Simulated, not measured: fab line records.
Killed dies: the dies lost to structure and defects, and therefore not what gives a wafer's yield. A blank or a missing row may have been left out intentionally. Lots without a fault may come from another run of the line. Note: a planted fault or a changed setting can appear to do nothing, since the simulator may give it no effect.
Chamber matching ; flow n5-finfet ; rie-diel-04 running N5_BEOL_M12_DESCUM_33: 4 sister chambers
The step chemistry O2, time 7.9 s. 16 wafers are shown with their chamber, then 8 later ones without.

== EACH WAFER AND ITS CHAMBER ==
wafer;chamber;throttle-valve-pct (%);showerhead-plenum-p-Torr (Torr);drypump-motor-current-A (A)
L081.2;0;19.9;2.24;6.6
L081.3;3;20.2;2.15;5.7
L081.4;3;20.2;2.15;5.6
L085.1;1;20.7;2.08;5.7
L085.4;2;20.0;2.13;5.7
L085.5;2;20.0;2.13;5.7
L089.1;1;20.7;2.07;5.7
L089.2;2;20.0;2.13;5.7
L089.4;3;20.2;2.15;5.7
L088.1;2;20.0;2.13;5.8
L088.4;3;20.3;2.15;5.6
L088.6;1;20.7;2.07;5.7
L091.1;0;19.9;2.23;6.6
L091.3;2;20.0;2.12;5.7
L091.6;2;20.0;2.13;5.8
L094.1;0;19.9;2.23;6.6

SIGNATURES, as means of the wafers listed above
reading;chamber 0;chamber 1;chamber 2;chamber 3;scatter within a chamber
throttle-valve-pct;19.900;20.700;20.000;20.225;0.025
showerhead-plenum-p-Torr;2.2333;2.0733;2.1283;2.1500;0.00425
drypump-motor-current-A;6.600;5.700;5.733;5.650;0.0441
Rule: a wafer lies at a distance from a chamber equal to the root of the sum of squares, over the readings, of (its reading less the chamber's mean, divided by the reading's scatter). The wafer belongs to the nearest chamber; if the next one is less than 2 further off, it can't be placed. The scatter: the root of (the sum of the squares of (reading less its chamber's mean) over the shown wafers, divided by (wafers less chambers)).

== WAFERS WITHOUT THEIR CHAMBER ==
wafer;throttle-valve-pct (%);showerhead-plenum-p-Torr (Torr);drypump-motor-current-A (A)
L094.5;19.9;2.15;5.7
L094.6;20.0;2.12;5.8
L093.2;20.0;2.22;6.6
L093.4;20.0;2.12;5.8
L093.6;19.9;2.14;5.6
L097.2;19.9;2.14;5.7
L097.3;20.0;2.12;5.7
L097.5;20.8;2.07;5.7

== THE CHAMBER EACH PASSED THROUGH ==
wafer;from the rows above;in truth
L094.5;2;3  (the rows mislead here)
L094.6;2;2
L093.2;0;0
L093.4;2;2
L093.6;2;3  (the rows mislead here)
L097.2;2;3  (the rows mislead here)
L097.3;2;2
L097.5;1;1
Correct placement for 5 of the 8. From these rows, 0 cannot be placed. 3 placed wrongly.
